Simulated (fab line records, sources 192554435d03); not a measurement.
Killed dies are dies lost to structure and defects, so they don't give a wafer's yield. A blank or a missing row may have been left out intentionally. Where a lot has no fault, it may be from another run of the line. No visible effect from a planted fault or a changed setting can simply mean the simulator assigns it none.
Which tool did it?    flow n5-finfet    10 lots, 29 wafers sampled, at 1 step of a route of 1938

WHAT EACH GAUGE READ, for each wafer
N5_BEOL_M0_SAQP_OVL_MEAS_15.
lot   measured      on          M0_CORE_OVL (nm)
L619  day 6 04:14   overlay-01  1.4 0.7
L623  day 7 05:53   overlay-01  -1.3 -0.8 0.6
L626  day 8 01:25   overlay-01  -0.7 -0.8 -0.9
L628  day 8 11:35   overlay-01  0.6 0.7 0.9
L632  day 9 12:46   overlay-01  0.4 0.2 -0.2
L634  day 9 22:24   overlay-02  0.2 -0.3 -0.3
L635  day 10 04:43  overlay-01  1.1 -0.3 0.7
L636  day 10 11:28  overlay-01  -0.5 -0.6 -0.7
L638  day 11 04:12  overlay-01  0.3 0.1 -0.8
L639  day 11 09:55  overlay-02  0.1 0.0 -1.1

WHICH TOOL RAN EACH LOT (tool, then ch and the chambers of the sampled wafers, then the start)
No process step before these readings appears in the record.

THE ANSWER, worked out from the rows above alone
Rule: usual is defined by the lots themselves. The widest of any qualifying gaps counts: lots, ordered by their means at a reading, are off when they make up no more than a third of the lots, leave a main group of 4 or more, and stand apart from it by 3 or more times the standard deviation of that group's means. Not used: any main group whose means are identical at the precision the tables above print for the reading. Also off: a lot with no number at a reading for which 4 or more lots have one. Any other lot the step has rows for is counted as sound.
No lot is off on any of the readings shown, so nothing can be concluded from this.

WHAT THE SIMULATOR PUT IN
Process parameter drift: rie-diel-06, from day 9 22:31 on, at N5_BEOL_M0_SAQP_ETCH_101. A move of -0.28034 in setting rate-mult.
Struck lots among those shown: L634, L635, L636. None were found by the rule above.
